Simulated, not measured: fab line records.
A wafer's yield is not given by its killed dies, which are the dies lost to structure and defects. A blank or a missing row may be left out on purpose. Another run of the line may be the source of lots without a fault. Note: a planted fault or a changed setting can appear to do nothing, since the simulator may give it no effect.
fab line records :: flow n5Finfet :: part 2 of 2: steps 21 to 27 of 27
[record]
  lots = 5
  wafers = 15
  lastDay = 16
route steps=1938 shown BEOL_M3@945
lots that met no fault: from a run of the same line without faults
startH: hours from the record's opening day to when the first of the lot's shown wafers began :: waitH: hours from the lot's prior step to this one :: " repeats the value in the row above :: L1.1+2: a row that stands for several wafers :: - no value, or no start was given :: * or withheld: withheld :: < > ~ a bound
route shown NAME@n: a module of which the file shows steps, and the number in the route of the first :: usual: mean and standard deviation over wafers with no fault :: same: alike in all rows :: chamber/n: place in a boat :: sites: each site's reading :: _std_site: the values' standard deviation :: _edge_site: mean of outer sites minus mean of inner sites :: radiusMm: how far each site lies from the wafer's centre :: mask NAME#n: copy n :: behind: the tool/chamber that last shaped the wafer :: hold: why the lot was held/for how many hours/how that ended :: device: names the non-switching transistor (n, p or np) :: end of line: tests of these same wafers at the route's end :: a step with no rows: only its recipe :: killed: not the wafer's yield, but the dies lost to structure and defects at the first sort :: map: per-die view of a wafer (x killed, . not killed, _ where there is no die)
set.NAME: the setting as run; set.NAME@STEP: as run at that earlier step :: model.NAME: the simulator's own value behind a step, which no gauge read
lots at some steps of the route; a table a step, a row a wafer
services: a tool's chamber out of use, with start hour (startH, from the record's first day; less than 0 if before it), hours out, and reason
[[steps]]
[step N5_BEOL_M3_DEVELOP_27]
[recipe]
  developTimeS = 30
  developer = TMAH
  resist = CAR-EUV
  rinseLiquid = surfactantRinse
  dry = airSpin
  devTempC = 23
lot.wafer: L074.1+4+5
tool: lithoTrack-04
chamber: 0
startH: -
waitH: -

lot.wafer: L080.2+4+6
tool: lithoTrack-02
chamber: 0
startH: -
waitH: -

lot.wafer: L085.1+2+5
tool: lithoTrack-02
chamber: 0
startH: -
waitH: -

lot.wafer: L089.2+3+4
tool: lithoTrack-03
chamber: 0
startH: -
waitH: -

lot.wafer: L094.2+3+6
tool: lithoTrack-02
chamber: 0
startH: -
waitH: -
[step N5_BEOL_M3_CD_MEAS_28]
[recipe]
  targetCdNm = 25.7
  landingEnergyEv = 500
  detector = seInlens
  targetCdYNm = 23.3
  polarity = opening
[usual]
  cdNm = 25.69/0.22
lot.wafer: L074.1
tool: cdSem-01
chamber: 0
startH: 146.03
waitH: -
cdNm: 25.62

lot.wafer: L074.4
tool: cdSem-01
chamber: 0
startH: 146.03
waitH: -
cdNm: 25.72

lot.wafer: L074.5
tool: cdSem-01
chamber: 0
startH: 146.03
waitH: -
cdNm: 25.62

lot.wafer: L080.2
tool: cdSem-03
chamber: 0
startH: 174.35
waitH: -
cdNm: 25.56

lot.wafer: L080.4
tool: cdSem-03
chamber: 0
startH: 174.35
waitH: -
cdNm: 25.53

lot.wafer: L080.6
tool: cdSem-03
chamber: 0
startH: 174.35
waitH: -
cdNm: 25.46

lot.wafer: L085.1
tool: cdSem-03
chamber: 0
startH: 219.81
waitH: -
cdNm: 25.64

lot.wafer: L085.2
tool: cdSem-03
chamber: 0
startH: 219.81
waitH: -
cdNm: 25.66

lot.wafer: L085.5
tool: cdSem-03
chamber: 0
startH: 219.81
waitH: -
cdNm: 25.72

lot.wafer: L089.2
tool: cdSem-03
chamber: 0
startH: 232.92
waitH: -
cdNm: 25.95

lot.wafer: L089.3
tool: cdSem-03
chamber: 0
startH: 232.92
waitH: -
cdNm: 25.81

lot.wafer: L089.4
tool: cdSem-03
chamber: 0
startH: 232.92
waitH: -
cdNm: 25.46

lot.wafer: L094.2
tool: cdSem-03
chamber: 0
startH: 261.22
waitH: -
cdNm: 25.77

lot.wafer: L094.3
tool: cdSem-03
chamber: 0
startH: 261.22
waitH: -
cdNm: 25.96

lot.wafer: L094.6
tool: cdSem-03
chamber: 0
startH: 261.22
waitH: -
cdNm: 25.82
[step N5_BEOL_M3_OVL_MEAS_29]
[recipe]
  pointsPerWafer = 522
[usual]
  V2_OVL = -0.5/0.61
lot.wafer: L074.1
tool: overlay-02
chamber: 0
startH: 146.06
waitH: 0.0
V2_OVL[nm]: -0.4

lot.wafer: L074.4
tool: overlay-02
chamber: 0
startH: 146.06
waitH: 0.0
V2_OVL[nm]: -0.6

lot.wafer: L074.5
tool: overlay-02
chamber: 0
startH: 146.06
waitH: 0.0
V2_OVL[nm]: -1.0

lot.wafer: L080.2
tool: overlay-01
chamber: 0
startH: 174.38
waitH: 0.0
V2_OVL[nm]: -0.6

lot.wafer: L080.4
tool: overlay-01
chamber: 0
startH: 174.38
waitH: 0.0
V2_OVL[nm]: -1.7

lot.wafer: L080.6
tool: overlay-01
chamber: 0
startH: 174.38
waitH: 0.0
V2_OVL[nm]: -0.7

lot.wafer: L085.1
tool: overlay-01
chamber: 0
startH: 219.84
waitH: 0.0
V2_OVL[nm]: 0.1

lot.wafer: L085.2
tool: overlay-01
chamber: 0
startH: 219.84
waitH: 0.0
V2_OVL[nm]: 0.8

lot.wafer: L085.5
tool: overlay-01
chamber: 0
startH: 219.84
waitH: 0.0
V2_OVL[nm]: -0.2

lot.wafer: L089.2
tool: overlay-02
chamber: 0
startH: 232.95
waitH: 0.0
V2_OVL[nm]: -0.2

lot.wafer: L089.3
tool: overlay-02
chamber: 0
startH: 232.95
waitH: 0.0
V2_OVL[nm]: 0.2

lot.wafer: L089.4
tool: overlay-02
chamber: 0
startH: 232.95
waitH: 0.0
V2_OVL[nm]: -0.5

lot.wafer: L094.2
tool: overlay-02
chamber: 0
startH: 261.26
waitH: 0.0
V2_OVL[nm]: -0.1

lot.wafer: L094.3
tool: overlay-02
chamber: 0
startH: 261.26
waitH: 0.0
V2_OVL[nm]: -1.6

lot.wafer: L094.6
tool: overlay-02
chamber: 0
startH: 261.26
waitH: 0.0
V2_OVL[nm]: -1.5
[step N5_BEOL_M3_INSPECT_30]
[recipe]
  mode = adi
  inspectInstrument = brightfield
[usual]
  rawDefectCount = 392/90
lot.wafer: L074.1
tool: defectInspect-01
chamber: -
startH: 146.12
waitH: 0.1
rawDefectCount: 636

lot.wafer: L074.4
tool: defectInspect-01
chamber: -
startH: 146.12
waitH: 0.1
rawDefectCount: 572

lot.wafer: L074.5
tool: defectInspect-01
chamber: -
startH: 146.12
waitH: 0.1
rawDefectCount: 559

lot.wafer: L080.2
tool: defectInspect-01
chamber: -
startH: 174.44
waitH: 0.0
rawDefectCount: 264

lot.wafer: L080.4
tool: defectInspect-01
chamber: -
startH: 174.44
waitH: 0.0
rawDefectCount: 315

lot.wafer: L080.6
tool: defectInspect-01
chamber: -
startH: 174.44
waitH: 0.0
rawDefectCount: 381

lot.wafer: L085.1
tool: defectInspect-02
chamber: -
startH: 219.89
waitH: 0.1
rawDefectCount: 427

lot.wafer: L085.2
tool: defectInspect-02
chamber: -
startH: 219.89
waitH: 0.1
rawDefectCount: 410

lot.wafer: L085.5
tool: defectInspect-02
chamber: -
startH: 219.89
waitH: 0.1
rawDefectCount: 327

lot.wafer: L089.2
tool: defectInspect-01
chamber: -
startH: 233.00
waitH: 0.0
rawDefectCount: 328

lot.wafer: L089.3
tool: defectInspect-01
chamber: -
startH: 233.00
waitH: 0.0
rawDefectCount: 317

lot.wafer: L089.4
tool: defectInspect-01
chamber: -
startH: 233.00
waitH: 0.0
rawDefectCount: 363

lot.wafer: L094.2
tool: defectInspect-02
chamber: -
startH: 261.32
waitH: 0.0
rawDefectCount: 398

lot.wafer: L094.3
tool: defectInspect-02
chamber: -
startH: 261.32
waitH: 0.0
rawDefectCount: 480

lot.wafer: L094.6
tool: defectInspect-02
chamber: -
startH: 261.32
waitH: 0.0
rawDefectCount: 443
[step N5_BEOL_M3_DESCUM_33]
[recipe]
  chemistry = O2
  timeS = 7
  sourcePowerW = 50
  biasPowerW = 20
  pressureMtorr = 20
  rfFrequencyHz = 2.712e+07
  tempC = 40
  resist = CAR-EUV
  o2FlowSccm = 225
[usual]
  drypumpMotorCurrentA = 5.6/0.37
  oesProductAu = 0.76/0.072
  rfVppV = 243.0/1.4
  showerheadPlenumPTorr = 2.09/0.067
  throttleValvePct = 20.50/0.23
lot.wafer: L074.1
tool: rieDiel-04
chamber: 2
startH: 146.16
waitH: 0.0
drypumpMotorCurrentA: 6.5
oesProductAu: 0.65
rfHoursCounterH: 295
rfVppV: 243.7
showerheadPlenumPTorr: 2.05
throttleValvePct: 21.01

lot.wafer: L074.4
tool: rieDiel-04
chamber: 0
startH: 146.16
waitH: 0.0
drypumpMotorCurrentA: 5.6
oesProductAu: 0.84
rfHoursCounterH: -
rfVppV: 242.8
showerheadPlenumPTorr: 2.05
throttleValvePct: 20.50

lot.wafer: L074.5
tool: rieDiel-04
chamber: 1
startH: 146.16
waitH: 0.0
drypumpMotorCurrentA: 5.9
oesProductAu: 0.68
rfHoursCounterH: -
rfVppV: 243.2
showerheadPlenumPTorr: 2.15
throttleValvePct: 20.48

lot.wafer: L080.2
tool: rieDiel-04
chamber: 3
startH: 174.47
waitH: 0.0
drypumpMotorCurrentA: 5.1
oesProductAu: 0.78
rfHoursCounterH: 141
rfVppV: 244.5
showerheadPlenumPTorr: 2.09
throttleValvePct: 20.67

lot.wafer: L080.4
tool: rieDiel-04
chamber: 3
startH: 174.47
waitH: 0.0
drypumpMotorCurrentA: 5.1
oesProductAu: 0.79
rfHoursCounterH: -
rfVppV: 243.1
showerheadPlenumPTorr: 2.09
throttleValvePct: 20.68

lot.wafer: L080.6
tool: rieDiel-04
chamber: 2
startH: 174.47
waitH: 0.0
drypumpMotorCurrentA: 6.5
oesProductAu: 1.02
rfHoursCounterH: -
rfVppV: 242.4
showerheadPlenumPTorr: 2.05
throttleValvePct: 20.58

lot.wafer: L085.1
tool: rieDiel-05
chamber: 1
startH: 220.04
waitH: 0.1
drypumpMotorCurrentA: 5.5
oesProductAu: 0.70
rfHoursCounterH: 197
rfVppV: 242.8
showerheadPlenumPTorr: 1.99
throttleValvePct: 20.60

lot.wafer: L085.2
tool: rieDiel-05
chamber: 0
startH: 220.04
waitH: 0.1
drypumpMotorCurrentA: 6.0
oesProductAu: 0.71
rfHoursCounterH: 205
rfVppV: 242.5
showerheadPlenumPTorr: 2.16
throttleValvePct: 20.87

lot.wafer: L085.5
tool: rieDiel-05
chamber: 0
startH: 220.04
waitH: 0.1
drypumpMotorCurrentA: 6.0
oesProductAu: 0.71
rfHoursCounterH: -
rfVppV: 243.1
showerheadPlenumPTorr: 2.16
throttleValvePct: 20.86

lot.wafer: L089.2
tool: rieDiel-04
chamber: 3
startH: 233.04
waitH: 0.0
drypumpMotorCurrentA: 5.1
oesProductAu: 0.76
rfHoursCounterH: 159
rfVppV: 244.5
showerheadPlenumPTorr: 2.09
throttleValvePct: 20.71

lot.wafer: L089.3
tool: rieDiel-04
chamber: 0
startH: 233.04
waitH: 0.0
drypumpMotorCurrentA: 5.6
oesProductAu: 0.82
rfHoursCounterH: 75
rfVppV: 242.8
showerheadPlenumPTorr: 2.04
throttleValvePct: 20.55

lot.wafer: L089.4
tool: rieDiel-04
chamber: 1
startH: 233.04
waitH: 0.0
drypumpMotorCurrentA: 5.9
oesProductAu: 0.66
rfHoursCounterH: 247
rfVppV: 244.3
showerheadPlenumPTorr: 2.14
throttleValvePct: 20.52

lot.wafer: L094.2
tool: rieDiel-05
chamber: 1
startH: 261.41
waitH: 0.1
drypumpMotorCurrentA: 5.5
oesProductAu: 0.70
rfHoursCounterH: 211
rfVppV: 240.1
showerheadPlenumPTorr: 1.99
throttleValvePct: 20.62

lot.wafer: L094.3
tool: rieDiel-05
chamber: 0
startH: 261.41
waitH: 0.1
drypumpMotorCurrentA: 6.0
oesProductAu: 0.71
rfHoursCounterH: 220
rfVppV: 243.3
showerheadPlenumPTorr: 2.15
throttleValvePct: 20.88

lot.wafer: L094.6
tool: rieDiel-05
chamber: 3
startH: 261.41
waitH: 0.1
drypumpMotorCurrentA: 5.6
oesProductAu: 0.80
rfHoursCounterH: -
rfVppV: 241.4
showerheadPlenumPTorr: 2.02
throttleValvePct: 20.24
[step N5_BEOL_M3_ETCH_77]
[recipe]
  chemistry = N2/H2
  target = underlayer
  targetDepthA = 65
  maskMaterial = CAR-EUV
  timeS = 5.2
  ionEnergyEv = 200
  pressureMtorr = 30
  sourceW = 840
  biasW = 150
  n2FlowSccm = 200
  h2FlowSccm = 200
  ends = cleared
[usual]
  drypumpMotorCurrentA = 5.6/0.37
  etchRfOnTimeS = 5.23/0.079
  oesProductAu = 0.65/0.063
  rfVppV = 523.7/2.7
  showerheadPlenumPTorr = 2.54/0.084
  throttleValvePct = 17.89/0.25
lot.wafer: L074.1
tool: rieDiel-04
chamber: 2
startH: 146.19
waitH: 0.0
drypumpMotorCurrentA: 6.5
etchRfOnTimeS: 5.22
oesProductAu: 0.55
rfHoursCounterH: 295
rfVppV: 521.2
showerheadPlenumPTorr: 2.48
throttleValvePct: 18.36

lot.wafer: L074.4
tool: rieDiel-04
chamber: 0
startH: 146.19
waitH: 0.0
drypumpMotorCurrentA: 5.6
etchRfOnTimeS: 5.14
oesProductAu: 0.73
rfHoursCounterH: -
rfVppV: 522.9
showerheadPlenumPTorr: 2.49
throttleValvePct: 17.85

lot.wafer: L074.5
tool: rieDiel-04
chamber: 1
startH: 146.19
waitH: 0.0
drypumpMotorCurrentA: 5.9
etchRfOnTimeS: 5.19
oesProductAu: 0.58
rfHoursCounterH: -
rfVppV: 526.8
showerheadPlenumPTorr: 2.62
throttleValvePct: 17.92

lot.wafer: L080.2
tool: rieDiel-04
chamber: 3
startH: 174.51
waitH: 0.0
drypumpMotorCurrentA: 5.1
etchRfOnTimeS: 5.27
oesProductAu: 0.65
rfHoursCounterH: 141
rfVppV: 524.9
showerheadPlenumPTorr: 2.56
throttleValvePct: 18.20

lot.wafer: L080.4
tool: rieDiel-04
chamber: 3
startH: 174.51
waitH: 0.0
drypumpMotorCurrentA: 5.1
etchRfOnTimeS: 5.21
oesProductAu: 0.67
rfHoursCounterH: -
rfVppV: 524.6
showerheadPlenumPTorr: 2.56
throttleValvePct: 18.20

lot.wafer: L080.6
tool: rieDiel-04
chamber: 2
startH: 174.51
waitH: 0.0
drypumpMotorCurrentA: 6.5
etchRfOnTimeS: 5.11
oesProductAu: 0.86
rfHoursCounterH: -
rfVppV: 521.7
showerheadPlenumPTorr: 2.48
throttleValvePct: 17.84

lot.wafer: L085.1
tool: rieDiel-05
chamber: 1
startH: 220.08
waitH: 0.0
drypumpMotorCurrentA: 5.6
etchRfOnTimeS: 5.24
oesProductAu: 0.60
rfHoursCounterH: 197
rfVppV: 520.0
showerheadPlenumPTorr: 2.42
throttleValvePct: 18.05

lot.wafer: L085.2
tool: rieDiel-05
chamber: 0
startH: 220.08
waitH: 0.0
drypumpMotorCurrentA: 6.0
etchRfOnTimeS: 5.36
oesProductAu: 0.60
rfHoursCounterH: 205
rfVppV: 526.0
showerheadPlenumPTorr: 2.62
throttleValvePct: 18.30

lot.wafer: L085.5
tool: rieDiel-05
chamber: 0
startH: 220.08
waitH: 0.0
drypumpMotorCurrentA: 6.0
etchRfOnTimeS: 5.36
oesProductAu: 0.61
rfHoursCounterH: -
rfVppV: 523.8
showerheadPlenumPTorr: 2.62
throttleValvePct: 18.28

lot.wafer: L089.2
tool: rieDiel-04
chamber: 3
startH: 233.07
waitH: 0.0
drypumpMotorCurrentA: 5.1
etchRfOnTimeS: 5.21
oesProductAu: 0.64
rfHoursCounterH: 159
rfVppV: 523.6
showerheadPlenumPTorr: 2.55
throttleValvePct: 18.22

lot.wafer: L089.3
tool: rieDiel-04
chamber: 0
startH: 233.07
waitH: 0.0
drypumpMotorCurrentA: 5.6
etchRfOnTimeS: 5.16
oesProductAu: 0.70
rfHoursCounterH: 75
rfVppV: 523.0
showerheadPlenumPTorr: 2.48
throttleValvePct: 17.89

lot.wafer: L089.4
tool: rieDiel-04
chamber: 1
startH: 233.07
waitH: 0.0
drypumpMotorCurrentA: 5.9
etchRfOnTimeS: 5.20
oesProductAu: 0.57
rfHoursCounterH: 247
rfVppV: 524.1
showerheadPlenumPTorr: 2.61
throttleValvePct: 17.96

lot.wafer: L094.2
tool: rieDiel-05
chamber: 1
startH: 261.45
waitH: 0.0
drypumpMotorCurrentA: 5.6
etchRfOnTimeS: 5.19
oesProductAu: 0.59
rfHoursCounterH: 211
rfVppV: 520.9
showerheadPlenumPTorr: 2.41
throttleValvePct: 18.09

lot.wafer: L094.3
tool: rieDiel-05
chamber: 0
startH: 261.45
waitH: 0.0
drypumpMotorCurrentA: 6.0
etchRfOnTimeS: 5.41
oesProductAu: 0.59
rfHoursCounterH: 220
rfVppV: 526.9
showerheadPlenumPTorr: 2.62
throttleValvePct: 18.33

lot.wafer: L094.6
tool: rieDiel-05
chamber: 3
startH: 261.45
waitH: 0.0
drypumpMotorCurrentA: 5.6
etchRfOnTimeS: 5.21
oesProductAu: 0.69
rfHoursCounterH: -
rfVppV: 521.7
showerheadPlenumPTorr: 2.46
throttleValvePct: 17.58
[step N5_BEOL_M3_ETCH_69]
[recipe]
  chemistry = CF4
  target = SiARC
  targetDepthA = 156
  maskMaterial = CAR-EUV
  timeS = 26
  ionEnergyEv = 80
  pressureMtorr = 40
  sourceW = 545
  biasW = 36
  Ar_flow_sccm = 100
  cf4FlowSccm = 100
  ends = cleared
[usual]
  drypumpMotorCurrentA = 5.6/0.37
  etchRfOnTimeS = 26.1/0.43
  oesProductAu = 0.65/0.063
  rfVppV = 184.0/1.2
  showerheadPlenumPTorr = 2.14/0.068
  throttleValvePct = 15.70/0.22
lot.wafer: L074.1
tool: rieDiel-04
chamber: 2
startH: 146.21
waitH: 0.0
drypumpMotorCurrentA: 6.6
etchRfOnTimeS: 26.1
oesProductAu: 0.55
rfHoursCounterH: 295
rfVppV: 182.8
showerheadPlenumPTorr: 2.10
throttleValvePct: 16.20

lot.wafer: L074.4
tool: rieDiel-04
chamber: 0
startH: 146.21
waitH: 0.0
drypumpMotorCurrentA: 5.6
etchRfOnTimeS: 25.4
oesProductAu: 0.72
rfHoursCounterH: -
rfVppV: 182.9
showerheadPlenumPTorr: 2.09
throttleValvePct: 15.58

lot.wafer: L074.5
tool: rieDiel-04
chamber: 1
startH: 146.21
waitH: 0.0
drypumpMotorCurrentA: 5.9
etchRfOnTimeS: 25.9
oesProductAu: 0.58
rfHoursCounterH: -
rfVppV: 185.4
showerheadPlenumPTorr: 2.21
throttleValvePct: 15.81

lot.wafer: L080.2
tool: rieDiel-04
chamber: 3
startH: 174.52
waitH: 0.0
drypumpMotorCurrentA: 5.1
etchRfOnTimeS: 25.7
oesProductAu: 0.66
rfHoursCounterH: 141
rfVppV: 185.1
showerheadPlenumPTorr: 2.15
throttleValvePct: 15.89

lot.wafer: L080.4
tool: rieDiel-04
chamber: 3
startH: 174.52
waitH: 0.0
drypumpMotorCurrentA: 5.1
etchRfOnTimeS: 25.7
oesProductAu: 0.67
rfHoursCounterH: -
rfVppV: 184.7
showerheadPlenumPTorr: 2.15
throttleValvePct: 15.89

lot.wafer: L080.6
tool: rieDiel-04
chamber: 2
startH: 174.52
waitH: 0.0
drypumpMotorCurrentA: 6.5
etchRfOnTimeS: 25.1
oesProductAu: 0.86
rfHoursCounterH: -
rfVppV: 183.6
showerheadPlenumPTorr: 2.09
throttleValvePct: 15.58

lot.wafer: L085.1
tool: rieDiel-05
chamber: 1
startH: 220.10
waitH: 0.0
drypumpMotorCurrentA: 5.5
etchRfOnTimeS: 25.7
oesProductAu: 0.60
rfHoursCounterH: 197
rfVppV: 183.8
showerheadPlenumPTorr: 2.04
throttleValvePct: 15.77

lot.wafer: L085.2
tool: rieDiel-05
chamber: 0
startH: 220.10
waitH: 0.0
drypumpMotorCurrentA: 6.0
etchRfOnTimeS: 26.6
oesProductAu: 0.60
rfHoursCounterH: 205
rfVppV: 183.9
showerheadPlenumPTorr: 2.21
throttleValvePct: 16.09

lot.wafer: L085.5
tool: rieDiel-05
chamber: 0
startH: 220.10
waitH: 0.0
drypumpMotorCurrentA: 6.0
etchRfOnTimeS: 26.7
oesProductAu: 0.61
rfHoursCounterH: -
rfVppV: 182.8
showerheadPlenumPTorr: 2.21
throttleValvePct: 16.07

lot.wafer: L089.2
tool: rieDiel-04
chamber: 3
startH: 233.09
waitH: 0.0
drypumpMotorCurrentA: 5.1
etchRfOnTimeS: 26.5
oesProductAu: 0.65
rfHoursCounterH: 159
rfVppV: 183.7
showerheadPlenumPTorr: 2.14
throttleValvePct: 15.92

lot.wafer: L089.3
tool: rieDiel-04
chamber: 0
startH: 233.09
waitH: 0.0
drypumpMotorCurrentA: 5.6
etchRfOnTimeS: 25.5
oesProductAu: 0.70
rfHoursCounterH: 75
rfVppV: 183.6
showerheadPlenumPTorr: 2.09
throttleValvePct: 15.66

lot.wafer: L089.4
tool: rieDiel-04
chamber: 1
startH: 233.09
waitH: 0.0
drypumpMotorCurrentA: 5.9
etchRfOnTimeS: 26.2
oesProductAu: 0.57
rfHoursCounterH: 247
rfVppV: 184.5
showerheadPlenumPTorr: 2.20
throttleValvePct: 15.87

lot.wafer: L094.2
tool: rieDiel-05
chamber: 1
startH: 261.46
waitH: 0.0
drypumpMotorCurrentA: 5.5
etchRfOnTimeS: 26.0
oesProductAu: 0.59
rfHoursCounterH: 211
rfVppV: 182.3
showerheadPlenumPTorr: 2.04
throttleValvePct: 15.79

lot.wafer: L094.3
tool: rieDiel-05
chamber: 0
startH: 261.46
waitH: 0.0
drypumpMotorCurrentA: 6.0
etchRfOnTimeS: 26.9
oesProductAu: 0.60
rfHoursCounterH: 220
rfVppV: 186.4
showerheadPlenumPTorr: 2.20
throttleValvePct: 16.07

lot.wafer: L094.6
tool: rieDiel-05
chamber: 3
startH: 261.46
waitH: 0.0
drypumpMotorCurrentA: 5.7
etchRfOnTimeS: 25.9
oesProductAu: 0.68
rfHoursCounterH: -
rfVppV: 183.1
showerheadPlenumPTorr: 2.07
throttleValvePct: 15.42
[[services]]
tool: euvScanner-01
chamber: -
startH: 139.87
hours: 2.7
kind: repair

tool: rieMetal-01
chamber: 0
startH: 148.50
hours: -
kind: clean

tool: rieDiel-05
chamber: 0
startH: 149.24
hours: 2.4
kind: repair

tool: rieDiel-04
chamber: 0
startH: 150.26
hours: 5.2
kind: repair

tool: rieDiel-04
chamber: 2
startH: 155.76
hours: -
kind: clean

tool: rieDiel-04
chamber: 2
startH: 155.76
hours: -
kind: consumableReplace:esc

tool: rieDiel-04
chamber: 2
startH: 155.76
hours: -
kind: consumableReplace:focusRing

tool: rieDiel-04
chamber: 2
startH: 155.76
hours: 18.5
kind: scheduledDown

tool: rieDiel-04
chamber: 2
startH: 155.76
hours: 18.5
kind: ventCycle

tool: rieDiel-06
chamber: 1
startH: 175.19
hours: 8.7
kind: repair

tool: euvScanner-01
chamber: -
startH: 179.60
hours: 1.0
kind: pm

tool: euvScanner-01
chamber: -
startH: 198.33
hours: 1.7
kind: repair

tool: rieDiel-06
chamber: 0
startH: 208.32
hours: -
kind: clean

tool: rieDiel-06
chamber: 0
startH: 208.32
hours: -
kind: consumableReplace:focusRing

tool: rieDiel-06
chamber: 0
startH: 208.32
hours: 17.7
kind: scheduledDown

tool: rieDiel-06
chamber: 0
startH: 208.32
hours: 17.7
kind: ventCycle

tool: rieMetal-03
chamber: -
startH: 208.83
hours: 0.7
kind: repair

tool: euvScanner-01
chamber: 0
startH: 212.19
hours: -
kind: calibration

tool: euvScanner-01
chamber: -
startH: 223.25
hours: 1.0
kind: pm

tool: rieMetal-02
chamber: 1
startH: 223.28
hours: 6.9
kind: repair

tool: rieDiel-04
chamber: 1
startH: 244.83
hours: -
kind: clean

tool: rieDiel-04
chamber: 1
startH: 244.83
hours: -
kind: consumableReplace:focusRing

tool: rieDiel-04
chamber: 1
startH: 244.83
hours: 22.6
kind: scheduledDown

tool: rieDiel-04
chamber: 1
startH: 244.83
hours: 22.6
kind: ventCycle
